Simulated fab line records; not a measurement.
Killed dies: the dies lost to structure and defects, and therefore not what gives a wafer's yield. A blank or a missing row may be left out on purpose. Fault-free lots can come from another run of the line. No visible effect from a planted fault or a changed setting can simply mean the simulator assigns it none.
Problem report, 8D (eight disciplines) form, completed by code || flow nand harc || the parts of the form that need people (team, actions taken, sign-off) are left out

== 1. PROBLEM STATEMENT ==
time to endpoint s at NHARC_P_M0_CMP_23 reads a mean of 47.6 s on 2 wafers of 2 lots; wafers without a fault read 29.7 s with a standard deviation of 2.8. Relative to the usual mean, that is a shift of +6.4 standard deviations.
The step: polishes, t overpolish 20 s, target thk 117.54 nm.
Seen first at day 11 01:18 on cmp-04, wafer L545.1. The record has a number at this step for 36 wafers belonging to 12 lots. By rule, "out" or "out of limits" means more than 4 standard deviations away from the usual mean. The other wafers with a number count as sound.

== 2. WHAT IT IS; WHAT IT IS NOT ==
{"question": "which readings at this step", "is": "time to endpoint s", "is not": "motor current A, retaining ring pressure frac"}
{"question": "which lots", "is": "L545, L546", "is not": "L533, L535, L540, L541, L543, L544, L548, L554, L555, L556"}
{"question": "which wafers of those lots", "is": "L545.1, L546.5", "is not": "L545.3, L545.4, L546.2, L546.3"}
{"question": "read on which tools", "is": "cmp-04", "is not": "cmp-01, cmp-03"}
{"question": "when", "is": "from day 11 01:18", "is not": "up to then (20 sound wafers); but 14 sound wafers of L546, L548, L554, L555, L556 came after"}

== 3. SUSPECTS, AND WHAT RULES EACH OUT ==
Counting: a tool at a process step up to the reading stays a suspect if it ran every lot that is out. Sound lots after the first of them don't rule it out here, since some wafers of a struck lot are sound.
- ecd cu-01 at NHARC_P_M0_ECD_22 (material Cu, target thk 400 nm): kept. Every lot that is out went through it, the first being L545 (day 11 00:38); the last sound lot it ran before that was L543 (day 10 18:48).
- cmp-04 at NHARC_P_M0_CMP_23 (polishes, t overpolish 20 s, target thk 117.54 nm): kept. Every lot that is out went through it, the first being L545 (day 11 01:18); the last sound lot it ran before that was L535 (day 6 23:51). On those wafers its own readings are out: time to endpoint s.
The count leaves cmp-04 at NHARC_P_M0_CMP_23 and ecd cu-01 at NHARC_P_M0_ECD_22.

== 4. THE CAUSE (what the simulator had put in) ==
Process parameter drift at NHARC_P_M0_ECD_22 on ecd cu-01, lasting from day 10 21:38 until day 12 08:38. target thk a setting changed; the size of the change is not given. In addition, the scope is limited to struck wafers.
After counting, 2 suspects remain, this tool included.

== 5. THE CHAIN OF EFFECTS, in route order ==
Each row: a reading where the mean over the struck wafers with a number is more than 3 standard deviations away from the usual. Readings are gone through only where the record gives a usual standard deviation; hours: the median, over the lots, of the time from a lot's start at the first step in this table giving one to that lot's start at this step; sigmas: the change measured in usual standard deviations.
{"hours": 0, "step": "NHARC_P_M0_CMP_23", "reading": "time to endpoint s", "usual": "29.7 s", "on struck wafers": 47.6, "change": "+17.9", "sigmas": "+6.4"}
Its process steps:
- NHARC_P_M0_CMP_23: polishes, t overpolish 20 s, target thk 117.54 nm.

== 6. HOW IT WOULD HAVE BEEN CAUGHT EARLIER ==
First out-of-limits reading in this record: day 11 01:18, which is 4 hours after fault onset at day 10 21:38.
Lots out: 2; of these, L546 started NHARC_P_M0_ECD_22 on ecd cu-01 after day 11 01:18. Putting the tool on hold at that point would have spared it.
